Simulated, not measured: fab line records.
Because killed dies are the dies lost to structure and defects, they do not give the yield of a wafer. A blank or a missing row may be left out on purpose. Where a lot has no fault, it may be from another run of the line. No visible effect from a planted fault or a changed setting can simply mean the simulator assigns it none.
Chamber matching + flow n5_finfet + N5_BEOL_M4_ILD_DEP_00 on pecvd-03: 3 sister chambers
The step deposits SiOC from DEMS/O2, target thk 79 nm, time 15.3 s. 6 wafers are shown with their chamber, then 7 later ones without.

WAFERS PAIRED WITH THEIR CHAMBERS
| wafer  | chamber | heater_power_w (W) | showerhead_plenum_p_Torr (Torr) |
|--------|---------|--------------------|---------------------------------|
| L089.3 | 2       | 663                | 5.680                           |
| L089.5 | 2       | 535                | 5.696                           |
| L087.2 | 0       | 549                | 5.685                           |
| L087.5 | 1       | 501                | 5.682                           |
| L091.2 | 0       | 523                | 5.674                           |
| L091.4 | 1       | 393                | 5.674                           |

WAFERS MISSING THEIR CHAMBER
| wafer  | heater_power_w (W) | showerhead_plenum_p_Torr (Torr) |
|--------|--------------------|---------------------------------|
| L091.6 | 525                | 5.672                           |
| L094.1 | 558                | 5.687                           |
| L094.2 | 464                | 5.690                           |
| L094.6 | 427                | 5.684                           |
| L097.1 | 514                | 5.689                           |
| L097.2 | 627                | 5.684                           |
| L097.4 | 521                | 5.677                           |

EACH ONE'S CHAMBER
| wafer  | from the rows above          | in truth |
|--------|------------------------------|----------|
| L091.6 | can't be placed: 0 or 1 or 2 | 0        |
| L094.1 | can't be placed: 2 or 0 or 1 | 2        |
| L094.2 | can't be placed: 1 or 0 or 2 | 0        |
| L094.6 | can't be placed: 1 or 0 or 2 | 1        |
| L097.1 | can't be placed: 0 or 2 or 1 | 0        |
| L097.2 | can't be placed: 2 or 0      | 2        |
| L097.4 | can't be placed: 0 or 1 or 2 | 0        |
Correctly placed: 0 of 7. Unplaceable from these rows: 7, with the true chamber sitting among the candidates in 7. Number placed wrongly: 0.
How it was worked out, from the rows above alone: a wafer's distance from a chamber is the root of the sum, over the readings, of the square of ((its reading less the chamber's mean) divided by the reading's scatter). If the next closest chamber is less than 2 further off than the closest, the wafer can't be placed; otherwise it belongs to the closest. The mean given for a chamber averages the wafers shown for that chamber. The scatter: take each reading less its chamber's mean, square it, sum over the shown wafers, divide by the number of wafers less the number of chambers, and take the root.
